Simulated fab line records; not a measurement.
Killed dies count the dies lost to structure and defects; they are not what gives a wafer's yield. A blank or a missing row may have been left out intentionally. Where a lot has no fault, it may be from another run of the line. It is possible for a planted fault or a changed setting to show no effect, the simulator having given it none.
Which tool was responsible? | flow nand-harc | Sampling: 12 lots, 36 wafers, 6 of 1159 route steps

== WHAT THE GAUGES READ, wafer by wafer ==
NHARC_A_SGD_CUT_OVL_MEAS_10.
lot  | measured     | on         | overlay-x-nm (nm)
L075 | day 14 05:15 | overlay-01 | 1.0 0.8 0.9
L077 | day 14 15:49 | overlay-01 | 0.4 0.7 0.8
L079 | day 15 02:18 | overlay-02 | -0.9 -0.7 -0.8
L080 | day 16 00:14 | overlay-01 | 0.3 0.2 0.6
L083 | day 16 00:40 | overlay-01 | -0.5 -0.7 -0.4
L088 | day 17 02:24 | overlay-02 | -0.7 -0.2 -0.4
L085 | day 17 15:10 | overlay-02 | 0.5 0.9 0.5
L090 | day 17 22:17 | overlay-02 | 0.0 0.6 1.0
L092 | day 17 21:36 | overlay-01 | 0.2 -0.2 0.0
L094 | day 18 19:48 | overlay-01 | 0.3 0.4 0.4
L093 | day 18 20:30 | overlay-02 | 0.8 0.3 1.0
L097 | day 19 17:04 | overlay-02 | 2.0 2.0 1.7

== WHICH TOOL RAN EACH LOT (tool, then ch and the chambers of the sampled wafers, then the start) ==
lot  | NHARC_A_STAIRCASE_ETCH_292         | NHARC_A_STAIRCASE_ETCH_294                    | NHARC_A_STAIRCASE_DESCUM_312       | NHARC_A_STAIRCASE_ETCH_315                    | NHARC_A_STAIRCASE_DEP_325
L075 | rie-diel-01 ch 0,2, day 12 00:52   | rie-diel-01 ch 0,1, day 12 06:49 or earlier   | rie-diel-01 ch 1,2,3, day 12 06:49 | rie-diel-01 ch 0,1,2, day 13 14:50 or earlier | pecvd-04 ch 0,2, day 13 14:50
L077 | rie-diel-08 ch 0,2,3, day 12 09:47 | rie-diel-08 ch 0,1,2, day 12 16:32 or earlier | rie-diel-02 ch 0,2,3, day 12 16:32 | rie-diel-02 ch 0,2,3, day 13 22:43 or earlier | pecvd-04 ch 0,2, day 13 22:43
L079 | rie-diel-02 ch 0,1,2, day 12 18:25 | rie-diel-02 ch 1,2,3, day 12 23:49 or earlier | rie-diel-08 ch 0,2,3, day 12 23:49 | rie-diel-08 ch 1,3, day 14 11:37 or earlier   | pecvd-03 ch 0,2, day 14 11:37
L080 | rie-diel-01 ch 0,1, day 13 18:53   | rie-diel-01 ch 1,2,3, day 14 00:46 or earlier | rie-diel-02 ch 2,3, day 14 00:46   | rie-diel-02 ch 1,2, day 15 11:08 or earlier   | pecvd-01 ch 0,1, day 15 11:08
L083 | rie-diel-02 ch 0,1,2, day 13 22:45 | rie-diel-02 ch 0,2,3, day 14 03:43 or earlier | rie-diel-08 ch 0,1, day 14 03:43   | rie-diel-08 ch 0,1,3, day 15 10:35 or earlier | pecvd-04 ch 1,2, day 15 10:35
L088 | rie-diel-08 ch 2,3, day 14 20:57   | rie-diel-08 ch 0,2,3, day 15 03:36 or earlier | rie-diel-01 ch 0,1,3, day 15 03:36 | rie-diel-01 ch 1,2, day 16 12:00 or earlier   | pecvd-04 ch 0,1, day 16 12:00
L085 | rie-diel-01 ch 1,3, day 15 05:06   | rie-diel-01 ch 0,3, day 15 12:21 or earlier   | rie-diel-08 ch 1,3, day 15 12:21   | rie-diel-08 ch 0,1,3, day 17 01:02 or earlier | pecvd-03 ch 0,2, day 17 01:02
L090 | rie-diel-02 ch 0,1,3, day 15 15:24 | rie-diel-02 ch 0,1,3, day 15 21:58 or earlier | rie-diel-01 ch 2,3, day 15 21:58   | rie-diel-01 ch 1,2,3, day 17 07:59 or earlier | pecvd-03 ch 0,1, day 17 07:59
L092 | rie-diel-01 ch 1,2,3, day 15 20:13 | rie-diel-01 ch 0,2, day 16 01:36 or earlier   | rie-diel-01 ch 0,1,2, day 16 01:36 | rie-diel-01 ch 0,1,3, day 17 07:59 or earlier | pecvd-01 ch 1,2, day 17 07:59
L094 | rie-diel-01 ch 0,3, day 16 13:43   | rie-diel-01 ch 0,2, day 16 18:45 or earlier   | rie-diel-01 ch 0,1,2, day 16 18:45 | rie-diel-01 ch 1,2,3, day 18 02:34 or earlier | pecvd-03 ch 0,2, day 18 02:34
L093 | rie-diel-08 ch 1,2, day 16 16:20   | rie-diel-08 ch 0,1, day 16 21:29 or earlier   | rie-diel-02 ch 0,3, day 16 21:29   | rie-diel-02 ch 0,2,3, day 18 02:19 or earlier | pecvd-01 ch 0,2, day 18 02:19
L097 | rie-diel-08 ch 0,1,3, day 17 06:46 | rie-diel-08 ch 0,1, day 17 12:11 or earlier   | rie-diel-08 ch 0,1,2, day 17 12:11 | rie-diel-08 ch 0,3, day 19 00:12 or earlier   | pecvd-01 ch 1,2, day 19 00:12
- NHARC_A_STAIRCASE_ETCH_292: etches the open film in CF4/CHF3.
- NHARC_A_STAIRCASE_ETCH_294: etches the open film in C4F8/O2/Ar, target depth 4992 nm, time 1212.4 s.
- NHARC_A_STAIRCASE_DESCUM_312: chemistry O2, time 3 s.
- NHARC_A_STAIRCASE_ETCH_315: etches the open film in C4F8/O2/Ar, target depth 2500 nm, time 607.1 s.
- NHARC_A_STAIRCASE_DEP_325: deposits SiO2, target thk 3800 nm.

== THE ANSWER, worked out from the rows above alone ==
Rule: the usual values come from the lots themselves. Put in order of their means at a reading, lots are off if they are a third of the lots or fewer, leave a main group of 4 or more, and stand apart from it by a gap of 3 or more times the standard deviation of the main group's means; of several such gaps the widest counts. A main group whose means are all the same, to the digits that the tables above print for the reading, isn't used. Also off: a lot with no number at a reading for which 4 or more lots have one. All remaining lots with rows at the step are treated as sound.
Across all readings shown, no lot is off: no conclusion can be drawn from this.

== WHAT HAD BEEN PUT IN BY THE SIMULATOR ==
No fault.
